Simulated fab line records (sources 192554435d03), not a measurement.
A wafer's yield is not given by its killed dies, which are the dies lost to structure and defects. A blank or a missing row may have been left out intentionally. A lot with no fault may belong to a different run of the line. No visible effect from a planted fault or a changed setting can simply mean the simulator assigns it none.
A struck lot beside a sound one | flow n5 finfet | 39 out of 1938 route steps
Sound: the wafers L227.1, L227.2, L227.6. Struck: wafer L232.4 (left out: L232.1, L232.2 of the same lot, which were not struck); the cause appears at the end.
At each step with rows: each side's tool, then ch and its chambers, then its first start. Under that, the readings that differ: sound wafers | struck wafers | difference of the means | sigmas: that difference in standard deviations of wafers without a fault.
alike: words and numbers the same on both sides, and readings whose means are apart by under 2 such deviations; not compared: readings that were withheld, readings missing a value for some wafer, numbers with overlapping values and no deviation given by the record, and bounds like >300 which may hide the same value.
A row with sigmas, a row that says differs or no value, or rows on one side alone: a step with any of these is where the two part. Numbers that have no deviation but don't overlap get no sigmas and don't part them. A reading missing from all wafers of one side parts the sides only when that side holds two or more wafers.

first, 10 steps without rows for these wafers: N5_FIN_SAQP_ETCH_69 (etches SOC in N2/H2, stops on SiNx, target depth 150 nm); N5_FIN_SAQP_ETCH_67 (etches SiNx in CH3F/O2, target depth 30 nm); N5_FIN_SAQP_STRIP_70 (strips in N2/H2); N5_FIN_SAQP_RECESS_71 (chemistry HF/NH3, target SiO2, target depth 3 nm, afs cycles 1, sublimation time 60 s); N5_FIN_SAQP_SPACER2_ALD_28 (deposits SiO2, target thk 8.1 nm, pulse time 1 s, purge time 2 s); N5_FIN_SAQP_SPACER2_ETCHBACK_29 (etches SiO2 in CHF3/O2, target depth 12.2 nm, time 6.1 s); N5_FIN_SAQP_MANDREL2_REMOVE_60 (chemistry HBr/Cl2/O2, target a-Si, stops on SiNx, bt time 10 s); N5_FIN_SAQP_HM_OPEN_33 (chemistry CH3F/O2, target SiNx, target depth 49.4 nm, time 70.6 s); N5_FIN_SAQP_ETCH_34 (etches SiO2 in C4F6/O2, target depth 45 nm, time 15 s); N5_FIN_SAQP_STRIP_77 (strips in N2/H2, time 90 s).
N5_FIN_SAQP_ETCH_64: etches SiO2 in CF4, target depth 1.5 nm.
  sound on rie si-06 ch 0,1,2, day 3 14:40; struck on rie si-06 ch 2, day 4 20:51
  alike: drypump motor current A, oes product au, throttle valve pct
  not compared: rf hours counter h
then, 4 steps without rows for these wafers: N5_FIN_SAQP_FIN_ETCH_36 (etches the open film in HBr/Cl2/O2, target depth 120 nm, time 50.4 s); N5_FIN_SAQP_PRECLEAN_38 (cleans in O3/DIW, time 45 s); N5_FIN_SAQP_PRECLEAN_45 (cleans in dHF, time 10 s); N5_FIN_SAQP_SRD_39 (time 30 s).
N5_FIN_SAQP_INSPECT_40: inspects for defects (brightfield).
  sound: defect inspect-02 at day 3 15:03; struck: defect inspect-02 at day 4 21:07
  reading          | sound       | struck | difference | sigmas
  raw defect count | 172 234 175 | 808    | +614       | +9
then, 9 steps without rows for these wafers: N5_FIN_CUT_COAT_18 (time 60 s, resist thk 230 nm); N5_FIN_CUT_COAT_19 (time 60 s, resist thk 20 nm); N5_FIN_CUT_COAT_29 (time 60 s, resist thk 10 nm); N5_FIN_CUT_COAT_02 (resist thk 30 nm); N5_FIN_CUT_EBR_04; N5_FIN_CUT_SOFTBAKE_03 (time 60 s); N5_FIN_CUT_EXPOSE_05 (exposes mask FIN CUT); N5_FIN_CUT_PEB_06 (peb time 60 s); N5_FIN_CUT_DEVELOP_07 (develop time 30 s).
N5_FIN_CUT_INSPECT_10: inspects for defects (brightfield).
  sound: defect inspect-02 at day 3 15:34; struck: defect inspect-02 at day 4 21:31
  reading          | sound    | struck | difference | sigmas
  raw defect count | 27 46 34 | 641    | +605       | +55
then, 10 steps without rows for these wafers: N5_FIN_CUT_DESCUM_13 (chemistry O2, time 7 s); N5_FIN_CUT_ETCH_30 (etches underlayer in N2/H2, target depth 13 nm, time 10.4 s); N5_FIN_CUT_ETCH_20 (etches SiARC in CF4, target depth 26 nm, time 43.3 s); N5_FIN_CUT_ETCH_21 (etches SOC in N2/H2, target depth 219 nm, overetch 43.8 nm, time 523.5 s); N5_FIN_CUT_STRIP_23 (strips in N2/H2); N5_FIN_CUT_STRIP_31 (strips in N2/H2); N5_FIN_CUT_STRIP_24 (strips in CF4); N5_FIN_CUT_CUT_ETCH_26 (etches SiNx in CH3F/O2, target depth 39 nm, time 55.7 s); N5_FIN_CUT_CUT_ETCH_27 (etches SiO2 in CHF3/O2, target depth 4 nm, overetch 2 nm, time 4.9 s); N5_FIN_CUT_PRECLEAN_35 (cleans in vHF, time 13.3 s).
N5_FIN_CUT_INSPECT_17: inspects for defects (brightfield).
  sound: defect inspect-01 at day 3 16:31; struck: defect inspect-01 at day 4 22:30
  reading          | sound       | struck | difference | sigmas
  raw defect count | 186 235 193 | 832    | +627       | +9
-- a jump in the record: the struck wafers' starts before and after are 6 days apart (it breaks off in module FIN_CUT and resumes in module BEOL_M4, where the first step shown is number 1111 of the route) --
N5_BEOL_M4_RC_MEAS_101:
  sound on prober-01 ch 0, day 9 12:46; struck on prober-01 ch 0, day 10 22:22
  reading       | sound       | struck | difference | sigmas
  ION_P (uA/um) | 465 456 457 | 472    | +13        | +2
  alike: DIBL_N, DIBL_P, IOFF_N, IOFF_P, ION_N, SS_N, SS_P, VT_N, VT_P
-- a jump in the record: the struck wafers' starts before and after are 4 days apart (it breaks off in module BEOL_M4 and resumes in module PASSIVATION, where the first step shown is number 1936 of the route) --
N5_PASSIVATION_PROBE_49:
  record: rows for the struck wafers here (prober-02, day 15 01:25), none for the sound ones

== WHERE THEY PART ==
Last at N5_PASSIVATION_PROBE_49 as far as this record goes, first at N5_FIN_SAQP_INSPECT_40.

WHY: the cause the simulator had injected
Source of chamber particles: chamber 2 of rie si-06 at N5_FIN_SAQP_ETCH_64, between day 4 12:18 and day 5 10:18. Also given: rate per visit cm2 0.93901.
